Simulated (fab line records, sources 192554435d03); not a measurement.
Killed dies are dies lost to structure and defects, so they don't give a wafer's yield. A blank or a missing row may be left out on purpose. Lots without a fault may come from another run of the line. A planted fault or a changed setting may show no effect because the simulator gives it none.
fab line records | flow n5_finfet
record lots=6 wafers=18 last_day=17
route steps=1938 shown BEOL_M1@839 BEOL_M2@841 BEOL_M4@1111 PASSIVATION@1936
lots that met no fault: from a run of the same line without faults
start_h: hours from the record's first day to the start of the lot's first wafer shown | wait_h: hours since the lot's step before | " the same as in the row above | L1.1+2: a row that stands for several wafers | - no value, or no start given | * or withheld: withheld | < > ~ a bound
route shown NAME@n: a module of which the file shows steps, and the number in the route of the first | usual: mean/standard deviation of fault-free wafers | same: alike in all rows | chamber/n: place in a boat | sites: the reading at each site | _std_site: their standard deviation | _edge_site: outer sites' mean less inner sites' | radius_mm: how far each site lies from the wafer's centre | mask NAME#n: copy n | behind: the tool/chamber that last shaped the wafer | hold: why the lot was held/for how many hours/how that ended | device: the transistor (n, p or np) that didn't switch | end of line: the same wafers' tests at the end of the route | a step without rows: its recipe alone | killed: dies lost to structure and defects at the first sort, not the wafer's yield | map: a wafer's dies, x killed, . not, _ none there
set.NAME: the setting as run; set.NAME@STEP: as run at that earlier step | model.NAME: the simulator's own value behind a step, which no gauge read
lots at some steps of the route; a table a step, a row a wafer
services: from which hour (start_h, from the record's first day; less than 0 if before it) a tool's chamber was out of use, for how many hours, and why
## steps
# step N5_BEOL_M1_RS_MEAS_58
# recipe thk_meas_gauge=four-point-probe reads=Co_of_BEOL_M1_CO_CAP_55+Cu_of_BEOL_M1_ECD_50+Co_of_BEOL_M1_CVD_47+TaN_of_BEOL_M1_ALD_84
# usual M1_RS=0.66/0.033
# columns lot.wafer tool chamber start_h wait_h M1_RS[ohm/sq]
L985.2 film_metro-01 - 149.09 0.1 0.69
L985.3 " - " " 0.70
L985.5 " - " " 0.64
L986.2 film_metro-02 - 161.66 0.1 0.70
L986.3 " - " " 0.65
L986.4 " - " " 0.67
L988.1 film_metro-02 - 176.75 0.0 0.66
L988.5 " - " " 0.64
L988.6 " - " " 0.63
L991.1 film_metro-01 - 207.50 0.0 0.75
L991.2 " - " " 0.69
L991.4 " - " " 0.65
L994.1 film_metro-02 - 214.81 0.1 0.68
L994.2 " - " " 0.71
L994.5 " - " " 0.64
L103.4 film_metro-02 - 270.27 0.0 0.65
L103.5 " - " " 0.66
L103.6 " - " " 0.65
# step N5_BEOL_M1_INSPECT_59
# recipe inspect_instrument=darkfield mode=post_dep
# usual raw_defect_count=71/29
# columns lot.wafer tool chamber start_h wait_h raw_defect_count
L985.2 defect_inspect-02 - 149.12 0.0 76
L985.3 " - " " 92
L985.5 " - " " 58
L986.2 defect_inspect-01 - 161.68 0.0 43
L986.3 " - " " 86
L986.4 " - " " 87
L988.1 defect_inspect-02 - 176.78 0.0 63
L988.5 " - " " 48
L988.6 " - " " 51
L991.1 defect_inspect-02 - 207.52 0.0 49
L991.2 " - " " 51
L991.4 " - " " 64
L994.1 defect_inspect-01 - 214.83 0.0 35
L994.2 " - " " 67
L994.5 " - " " 51
L103.4 defect_inspect-01 - 270.29 0.0 100
L103.5 " - " " 69
L103.6 " - " " 50
# step N5_BEOL_M2_ILD_DEP_00
# recipe material=SiOC target_thk_a=790 temp_c=350 precursor=DEMS/O2 pressure_torr=5 rf_w=500 time_s=15.3
# usual heater_power_w=503/71 showerhead_plenum_p_Torr=5.683/0.016 throttle_valve_pct=11.9/0.47
# same time_s=15.3
# columns lot.wafer tool chamber start_h wait_h heater_power_w showerhead_plenum_p_Torr since_wet_clean_h throttle_valve_pct
L985.2 pecvd-03 2 149.16 0.0 495 5.697 2122 11.5
L985.3 " 1 " " 634 5.686 1397 11.6
L985.5 " 2 " " 507 5.700 - 11.8
L986.2 pecvd-01 1 161.72 0.0 503 5.677 1953 11.6
L986.3 " 0 " " 410 5.655 1228 11.9
L986.4 " 2 " " 514 5.679 - 12.0
L988.1 pecvd-02 1 176.81 0.0 567 5.695 1787 11.9
L988.5 " 1 " " 575 5.711 - 12.3
L988.6 " 2 " " 563 5.708 - 11.4
L991.1 pecvd-02 2 207.56 0.0 564 5.707 339 10.9
L991.2 " 1 " " 534 5.684 1818 12.2
L991.4 " 0 " " 543 5.688 - 12.4
L994.1 pecvd-01 2 214.87 0.0 440 5.683 527 12.2
L994.2 " 1 " " 446 5.673 2006 11.4
L994.5 " 0 " " 465 5.648 - 12.2
L103.4 pecvd-03 1 270.34 0.1 624 5.683 - 11.5
L103.5 " 1 " " 628 5.698 - 11.7
L103.6 " 0 " " 445 5.697 - 12.5
# step N5_BEOL_M2_THK_MEAS_01
# recipe reads=SiOC_of_BEOL_M2_ILD_DEP_00
# usual M2_ILD_THK=79.0/0.95
# columns lot.wafer tool chamber start_h wait_h M2_ILD_THK[nm]
L985.2 film_metro-01 - 149.24 0.1 78.3
L985.3 " - " " 78.2
L985.5 " - " " 79.1
L986.2 film_metro-02 - 161.79 0.1 78.4
L986.3 " - " " 78.4
L986.4 " - " " 80.0
L988.1 film_metro-02 - 176.90 0.1 78.5
L988.5 " - " " 78.5
L988.6 " - " " 79.0
L991.1 film_metro-01 - 207.63 0.0 77.6
L991.2 " - " " 77.7
L991.4 " - " " 78.7
L994.1 film_metro-01 - 214.94 0.0 78.7
L994.2 " - " " 79.3
L994.5 " - " " 81.5
L103.4 film_metro-02 - 270.41 0.1 78.9
L103.5 " - " " 78.6
L103.6 " - " " 78.7
# step N5_BEOL_M2_PECVD_72
# recipe material=SiO2 target_thk_a=160 temp_c=400 precursor=TEOS/O2 pressure_torr=5.5 rf_w=450 teos_flow_sccm=53.8 gas=O2 flow_sccm=3000 time_s=18
# usual heater_power_w=726/91 showerhead_plenum_p_Torr=8.74/0.061 throttle_valve_pct=22.3/0.75
# same time_s=18
# columns lot.wafer tool chamber start_h wait_h heater_power_w showerhead_plenum_p_Torr since_wet_clean_h throttle_valve_pct
L985.2 pecvd-02 0 149.27 0.0 753 8.73 1034 22.9
L985.3 " 1 " " 737 8.78 1759 22.5
L985.5 " 1 " " 747 8.79 - 22.6
L986.2 pecvd-03 2 161.82 0.0 684 8.75 2134 22.0
L986.3 " 1 " " 864 8.74 1409 21.6
L986.4 " 2 " " 704 8.79 - 22.0
L988.1 pecvd-01 2 176.94 0.0 728 8.76 489 22.5
L988.5 " 1 " " 691 8.70 - 21.9
L988.6 " 2 " " 721 8.76 - 22.5
L991.1 pecvd-03 0 207.67 0.0 548 8.82 730 23.4
L991.2 " 1 " " 839 8.73 1455 21.7
L991.4 " 0 " " 563 8.82 - 23.4
L994.1 pecvd-02 2 214.97 0.0 837 8.80 346 21.1
L994.2 " 1 " " 762 8.82 1825 22.6
L994.5 " 2 " " 824 8.78 - 20.9
L103.4 pecvd-01 0 270.46 0.1 685 8.60 - 22.6
L103.5 " 1 " " 722 8.70 - 22.0
L103.6 " 2 " " 766 8.72 - 21.0
# step N5_BEOL_M2_HM_DEP_02
# recipe material=TiN target_thk_a=200 temp_c=25 chamber_pressure_pa=0.49996
# usual throttle_valve_pct=29.8/1.2
# columns lot.wafer tool chamber start_h wait_h throttle_valve_pct
L985.2 pvd_sputter-03 - 149.66 0.4 28.6
L985.3 " - " " 30.8
L985.5 " - " " 30.7
L986.2 pvd_sputter-03 - 163.48 1.6 28.3
L986.3 " - " " 30.6
L986.4 " - " " 31.9
L988.1 pvd_sputter-02 - 179.24 2.3 29.3
L988.5 " - " " 29.8
L988.6 " - " " 29.3
L991.1 pvd_sputter-01 - 208.45 0.8 30.2
L991.2 " - " " 31.1
L991.4 " - " " 31.2
L994.1 pvd_sputter-03 - 215.74 0.7 30.6
L994.2 " - " " 28.2
L994.5 " - " " 27.9
L103.4 pvd_sputter-03 - 270.55 0.1 31.9
L103.5 " - " " 28.1
L103.6 " - " " 30.7
# step N5_BEOL_M2_COAT_61
# recipe resist=SOC temp_c=250 time_s=60 spin_rpm=1500 resist_thk_nm=60
# step N5_BEOL_M2_COAT_62
# recipe resist=SiARC temp_c=220 time_s=60 spin_rpm=1500 resist_thk_nm=12
# step N5_BEOL_M2_COAT_73
# recipe resist=underlayer temp_c=205 time_s=60 spin_rpm=1500 resist_thk_nm=5
# step N5_BEOL_M2_COAT_05
# recipe resist=CAR-EUV spin_rpm=1500 resist_thk_nm=30
# step N5_BEOL_M2_EBR_07
# recipe solvent=PGMEA ebr_width_mm=1.5
# step N5_BEOL_M2_SOFTBAKE_06
# recipe temp_c=110 time_s=60 resist=CAR-EUV
# step N5_BEOL_M2_EXPOSE_08
# recipe mask_id=M2 na=0.33 source_shape=dipole sigma_inner=0.369 sigma_outer=0.767 polarization=unpolarized dose_mj=41.25
# columns lot.wafer tool chamber start_h wait_h mask model.BEOL_M2.overlay_x_nm
L985.2+3+5 euv_scanner-01 0 150.06 - M2#0 0
L986.2+3+4 euv_scanner-02 0 163.87 - M2#0 0.4
L988.1+5+6 euv_scanner-02 0 179.51 - M2#0 8.6
L991.1+2+4 euv_scanner-02 0 208.84 - M2#0 8.2
L994.1+2+5 euv_scanner-01 0 216.12 - M2#0 0.4
L103.4+5+6 euv_scanner-01 0 270.90 - M2#0 0.2
# step N5_BEOL_M2_PEB_09
# recipe peb_temp_c=100 peb_time_s=60 resist=CAR-EUV
# step N5_BEOL_M2_DEVELOP_10
# recipe develop_time_s=30 developer=TMAH resist=CAR-EUV rinse_liquid=surfactant_rinse dry=air_spin dev_temp_c=23
# step N5_BEOL_M2_CD_MEAS_11
# recipe target_cd_nm=16.79 landing_energy_ev=500 detector=se_inlens polarity=opening
# usual cd_nm=16.82/0.21
# columns lot.wafer tool chamber start_h wait_h cd_nm
L985.2 cd_sem-01 0 150.19 - 16.64
L985.3 " 0 " " 16.71
L985.5 " 0 " " 16.74
L986.2 cd_sem-01 0 164.00 - 16.60
L986.3 " 0 " " 16.29
L986.4 " 0 " " 16.98
L988.1 cd_sem-03 0 179.64 - 16.48
L988.5 " 0 " " 16.51
L988.6 " 0 " " 16.85
L991.1 cd_sem-02 0 208.97 - 16.84
L991.2 " 0 " " 16.81
L991.4 " 0 " " 16.90
L994.1 cd_sem-01 0 216.26 - 16.86
L994.2 " 0 " " 16.96
L994.5 " 0 " " 16.84
L103.4 cd_sem-03 0 271.02 - 16.91
L103.5 " 0 " " 16.85
L103.6 " 0 " " 16.82
# step N5_BEOL_M2_OVL_MEAS_12
# recipe points_per_wafer=522
# usual M2_OVL=0.1/0.64
# columns lot.wafer tool chamber start_h wait_h M2_OVL[nm]
L985.2 overlay-02 0 150.22 0.0 -0.3
L985.3 " 0 " " -0.5
L985.5 " 0 " " 0.1
L986.2 overlay-01 0 164.04 0.0 0.8
L986.3 " 0 " " 1.0
L986.4 " 0 " " 0.6
L988.1 overlay-01 0 179.67 0.0 9.2
L988.5 " 0 " " 9.0
L988.6 " 0 " " 9.1
L991.1 overlay-02 0 209.00 0.0 7.5
L991.2 " 0 " " 8.4
L991.4 " 0 " " 7.5
L994.1 overlay-02 0 216.29 0.0 0.1
L994.2 " 0 " " 0.5
L994.5 " 0 " " 0.3
L103.4 overlay-01 0 271.06 0.0 0.2
L103.5 " 0 " " -0.1
L103.6 " 0 " " 0.2
# step N5_BEOL_M2_INSPECT_13
# recipe mode=adi inspect_instrument=brightfield
# usual raw_defect_count=423/110
# columns lot.wafer tool chamber start_h wait_h raw_defect_count
L985.2 defect_inspect-01 - 150.27 0.0 434
L985.3 " - " " 413
L985.5 " - " " 413
L986.2 defect_inspect-01 - 164.09 0.0 474
L986.3 " - " " 710
L986.4 " - " " 547
L988.1 defect_inspect-02 - 179.74 0.1 289
L988.5 " - " " 335
L988.6 " - " " 410
L991.1 defect_inspect-02 - 209.06 0.1 370
L991.2 " - " " 317
L991.4 " - " " 463
L994.1 defect_inspect-01 - 216.34 0.1 301
L994.2 " - " " 423
L994.5 " - " " 332
L103.4 defect_inspect-01 - 271.10 0.0 404
L103.5 " - " " 331
L103.6 " - " " 442
# step N5_BEOL_M4_RC_MEAS_101
# usual DIBL_N=36.4/1.5 DIBL_P=35.8/1.7 IOFF_N=0.154/0.022 IOFF_P=0.21/0.031 ION_N=672/8.8 ION_P=462/7.2 SS_N=71.5/0.53 SS_P=73.2/0.62 VT_N=250.4/2.5 VT_P=-250/3.5
# columns lot.wafer tool chamber start_h wait_h DIBL_N[mV/V] DIBL_P[mV/V] IOFF_N[nA/um] IOFF_P[nA/um] ION_N[uA/um] ION_P[uA/um] SS_N[mV/dec] SS_P[mV/dec] VT_N[mV] VT_P[mV]
L985.2 prober-01 0 177.57 0.2 35.7 36.6 0.155 0.19 683 462 71.1 72.9 251.8 -255
L985.3 " 0 " " 37.1 37.0 0.166 0.19 663 450 72.5 73.2 249.7 -255
L985.5 " 0 " " 37.2 38.4 0.181 0.21 686 463 71.9 74.1 247.7 -253
L986.2 prober-02 0 205.52 0.2 33.6 32.8 0.124 0.20 673 475 70.7 72.4 251.4 -246
L986.3 " 0 " " 34.8 34.0 0.140 0.21 662 461 71.3 73.2 252.0 -248
L986.4 " 0 " " 34.2 34.0 0.140 0.21 668 469 71.1 73.1 247.1 -247
L988.1 prober-02 0 223.58 0.0 35.5 33.3 0.140 0.19 675 463 70.8 73.0 249.1 -251
L988.5 " 0 " " 36.7 34.9 0.166 0.22 697 471 71.5 73.0 247.9 -247
L988.6 " 0 " " 34.4 32.2 0.124 0.18 669 462 71.7 72.1 251.4 -251
L991.1 prober-01 0 243.75 0.0 36.4 35.4 0.153 0.22 670 463 70.9 72.9 247.6 -246
L991.2 " 0 " " 35.0 34.5 0.131 0.20 667 460 70.7 72.4 250.2 -250
L991.4 " 0 " " 36.7 36.5 0.160 0.23 684 470 71.4 72.9 249.4 -246
L994.1 prober-02 0 246.41 0.0 38.1 38.6 0.175 0.24 675 466 72.3 74.4 248.7 -248
L994.2 " 0 " " 37.5 37.0 0.164 0.23 673 463 71.5 73.9 248.7 -249
L994.5 " 0 " " 38.5 38.3 0.174 0.25 674 467 71.3 74.1 249.4 -247
L103.4 prober-01 0 301.30 0.5 37.2 36.3 0.176 0.25 689 473 71.9 74.3 248.4 -246
L103.5 " 0 " " 36.9 34.8 0.156 0.22 667 459 72.1 72.9 252.1 -247
L103.6 " 0 " " 36.4 35.2 0.161 0.23 678 467 71.9 72.9 250.2 -249
# step N5_PASSIVATION_PROBE_49
# usual defect_limited_yield=91.5/1.4 killed_at_M0_to_M3=32/9.8 killed_at_M4_up=13/5.3 killed_at_contacts=13/6.4 killed_at_front_end=39/10 killed_at_other=3.1/2.5 killed_dies=100/17 killed_open=65/13 killed_short=33/7.7 sort_bin_5_function=5.0/0.93 sort_bin_6_memory=3.2/0.69 sort_n_pass=1080/17 sort_yield_pct=91.5/1.4
# same gross_dies=1180 killed_at_back_side=0 sort_bin_4_leakage[%]=0 sort_bin_8_speed[%]=0
# columns lot.wafer tool chamber start_h wait_h defect_limited_yield[%] killed_at_M0_to_M3 killed_at_M4_up killed_at_contacts killed_at_front_end killed_at_other killed_dies killed_open killed_short sort_bin_5_function[%] sort_bin_6_memory[%] sort_n_pass sort_yield_pct[%]
L988.1 prober-01 - 325.91 0.0 90.9 47 9 10 31 10 107 61 32 6.1 2.3 1073 90.9
L988.5 prober-01 - 326.11 0.2 91.4 40 7 6 46 2 101 62 31 4.2 3.7 1079 91.4
L988.6 prober-01 - 326.16 0.3 89.9 56 13 10 33 7 119 77 33 6.2 3.5 1061 89.9
L991.1 prober-01 - 355.27 0.8 87.6 58 24 3 56 5 146 85 56 8.1 3.9 1034 87.6
L991.2 prober-01 - 355.32 0.9 89.7 34 25 21 39 2 121 83 30 6.4 3.4 1059 89.7
# killed by level:class
L988.1 BEOL_M2:overlay=13 STI_FIN_REVEAL:geometric_particle:open=8 MOL_CONTACT_COAG:geometric_particle:open=8 BEOL_M0_SAQP:geometric_particle:short=6 BEOL_M0_SAQP:geometric_particle:open=6 BEOL_M0:geometric_particle:open=5 BEOL_M2:geometric_particle:open=4 PAD_METAL:geometric_particle:short=4
L988.5 STI_FIN_REVEAL:geometric_particle:open=17 BEOL_M3:geometric_particle:open=8 BEOL_M2:overlay=6 MOL_CONTACT_COAG:geometric_particle:open=5 BEOL_M0_SAQP:geometric_particle:open=5 FIN_SAQP:geometric_particle:open=4 STI_FIN_REVEAL:geometric_particle:short=4 DUMMY_GATE:geometric_particle:open=4
L988.6 BEOL_M2:geometric_particle:open=12 MOL_CONTACT_COAG:geometric_particle:open=9 STI_FIN_REVEAL:geometric_particle:open=8 BEOL_M1:geometric_particle:short=8 BEOL_M0_SAQP:geometric_particle:short=7 BEOL_M3:geometric_particle:open=7 DUMMY_GATE:geometric_particle:open=6 BEOL_M1:geometric_particle:open=6
L991.1 BEOL_M0_SAQP:geometric_particle:short=18 FIN_SAQP:geometric_particle:open=16 BEOL_M0_SAQP:geometric_particle:open=14 BEOL_M3:geometric_particle:open=13 FIN_SAQP:geometric_particle:short=11 BEOL_M4:geometric_particle:open=9 STI_FIN_REVEAL:geometric_particle:open=8 BEOL_M2:geometric_particle:open=8
L991.2 MOL_CONTACT_COAG:geometric_particle:open=17 BEOL_M2:geometric_particle:open=13 BEOL_M4:geometric_particle:open=8 FIN_SAQP:geometric_particle:open=7 BEOL_M3:geometric_particle:open=6 BEOL_M6:geometric_particle:open=6 FIN_SAQP:geometric_particle:short=5 BEOL_M1:geometric_particle:open=5
## services
# columns tool chamber start_h hours kind
euv_scanner-02 - 128.94 1.6 repair
pecvd-03 1 155.97 5.5 scheduled_down
euv_scanner-01 - 160.90 1.0 pm
euv_scanner-01 - 163.03 5.8 pm
pecvd-02 - 163.34 0.8 repair
pecvd-02 0 166.71 11.2 repair
euv_scanner-02 - 186.44 1.0 pm
pecvd-02 0 192.78 9.0 repair
pvd_sputter-01 - 194.82 4.9 repair
pecvd-01 - 197.48 6.0 pm
pecvd-03 2 202.40 - clean
pecvd-03 2 202.40 - consumable_replace:showerhead
pecvd-03 2 202.40 29.0 scheduled_down
pecvd-03 2 202.40 29.0 vent_cycle
euv_scanner-01 - 217.07 1.0 pm
pecvd-02 2 220.68 2.1 scheduled_down
euv_scanner-02 - 222.93 4.6 pm
pecvd-02 - 227.27 0.8 repair
pecvd-01 2 240.72 - clean
pecvd-01 2 240.72 29.5 scheduled_down
pecvd-01 2 240.72 29.5 vent_cycle
euv_scanner-02 - 242.59 1.0 pm
euv_scanner-02 - 260.45 12.0 pm
euv_scanner-01 - 261.24 0.3 repair
## key
first_sign step=N5_BEOL_M2_OVL_MEAS_12 reading=M2_OVL direction=up sigmas=13 usual=0.1 struck=8.4
effect none on later readings
model_effect step=N5_BEOL_M2_EXPOSE_08 value=BEOL_M2.overlay_x_nm without=-0.2 struck=8.4
met_at N5_BEOL_M2_EXPOSE_08
struck_wafers L988.1,L988.5,L988.6,L991.1,L991.2,L991.4
onset_between 163.87 179.51
also_fits N5_BEOL_M2_ILD_DEP_00:pecvd-02
fault kind=scanner_matching_overlay tool=euv_scanner-02 chamber=- onset_h=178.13 steps=N5_BEOL_M2_EXPOSE_08 offset=8.5812
